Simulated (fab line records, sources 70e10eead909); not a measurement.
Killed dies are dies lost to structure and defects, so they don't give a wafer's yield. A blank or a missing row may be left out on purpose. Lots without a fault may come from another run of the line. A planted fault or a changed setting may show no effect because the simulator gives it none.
A struck lot beside a sound one | flow nand_harc | 15 steps out of a route of 1302
Sound: wafers L682.3, L682.5, L682.6. Struck: wafer L694.3. (L694.4, L694.6 of the same lot were not struck and are left out.) The cause comes at the end.
At each step with rows: each side's tool, then ch and its chambers, then its first start. Under that, the readings that differ: sound wafers | struck wafers | difference of the means | sigmas: that difference in standard deviations of wafers without a fault.
alike: readings whose means differ by less than 2 such deviations, and words and numbers that are the same on both sides. not compared: withheld readings, readings that some wafer has no value for, bounds like >300 that may hide the same value, and numbers for which the record gives no deviation and whose values overlap.
The two part at a step that has a row with sigmas, a row that says differs or no value, or rows on one side only. Numbers that don't overlap but have no deviation are shown without sigmas and don't part them. A reading that every wafer of one side lacks parts them only if that side has two wafers or more.

NHARC_A_CHANNEL_HOLE_D2_XSEM_32:
  sound on xsem-01 ch 0, day 14 03:44; struck on xsem-01 ch 0, day 18 14:38
  alike: bot_cd_nm, bow_nm, tilt_deg
NHARC_A_CHANNEL_HOLE_D2_INSPECT_40:
  sound on defect_inspect-02, day 14 03:49; struck on defect_inspect-02, day 18 14:44
  alike: raw_defect_count
then, 2 steps without rows for these wafers: NHARC_A_CHANNEL_FILL_D2_PRECLEAN_00 (cleans in SC1); NHARC_A_CHANNEL_FILL_D2_SRD_01.
NHARC_A_CHANNEL_FILL_D2_ALD_02: deposits SiO2, target thk 6 nm, pulse time 10 s, ald cycles 60.
  sound on ald_hk-03 ch 0,2,3, day 14 04:10; struck on ald_hk-04 ch 1, day 18 15:04
  alike: heater_power_w, precursor_pulse_height_rel
NHARC_A_CHANNEL_FILL_D2_ALD_03: deposits SiNx, target thk 6 nm, pulse time 60 s, ald cycles 58.
  sound on ald_sin_batch-01 ch 0; struck on ald_sin_batch-02 ch 0
  alike: precursor_pulse_height_rel
then, 1 step without rows for these wafers: NHARC_A_CHANNEL_FILL_D2_ALD_14 (deposits SiO2, target thk 2.5 nm, pulse time 10 s, ald cycles 25).
NHARC_A_CHANNEL_FILL_D2_ALD_15: deposits SiNx, target thk 2 nm, pulse time 60 s, ald cycles 19.
  sound on ald_sin_batch-02 ch 0; struck on ald_sin_batch-03 ch 0
  alike: precursor_pulse_height_rel
then, 3 steps without rows for these wafers: NHARC_A_CHANNEL_FILL_D2_ALD_16 (deposits SiO2, target thk 1.5 nm, pulse time 10 s, ald cycles 15); NHARC_A_CHANNEL_FILL_D2_ANNEAL_17 (time 1800 s); NHARC_A_CHANNEL_FILL_D2_CVD_18 (deposits poly-Si, target thk 3 nm).
NHARC_A_CHANNEL_FILL_D2_ETCHBACK_19: etches the open film in HBr/Cl2, target depth 5 nm, time 1.7 s.
  sound on rie_si-04 ch 1,3, day 15 04:34; struck on rie_si-03 ch 2, day 19 14:55
  reading                     | sound       | struck | difference | sigmas
  drypump_motor_current_A (A) | 5.9 5.9 6.0 | 5.1    | -0.8       | -2
  alike: oes_product_au, throttle_valve_pct
  not compared: rf_hours_counter_h
NHARC_A_CHANNEL_FILL_D2_ETCHBACK_20: etches the open film in C4F8/O2/Ar, target depth 27 nm, time 13.5 s.
  sound on rie_diel-12 ch 0,1, day 15 04:43; struck on rie_diel-08 ch 0, day 19 15:02
  reading          | sound          | struck | difference | sigmas
  run_length_s (s) | 34.4 35.3 34.5 | 29.6   | -5.1       | -16
  alike: oes_product_au, rf_vpp_V
  not compared: rf_hours_counter_h
then, 1 step without rows for these wafers: NHARC_A_CHANNEL_FILL_D2_STRIP_28 (strips in O2, time 20 s).
-- the record jumps here: 10 days lie between the struck wafers' starts before and after (it left off in module A_CHANNEL_FILL_D2 and takes up again in module END, whose first step shown is number 1302 of the route) --
NHARC_END_SORT_01:
  the record has rows for the struck wafers here (prober-02 ch 0, day 29 11:59) and none for the sound ones

WHERE THEY PART
First at NHARC_A_CHANNEL_FILL_D2_ETCHBACK_19; last, within this record, at NHARC_END_SORT_01.

WHY: what the simulator had put in
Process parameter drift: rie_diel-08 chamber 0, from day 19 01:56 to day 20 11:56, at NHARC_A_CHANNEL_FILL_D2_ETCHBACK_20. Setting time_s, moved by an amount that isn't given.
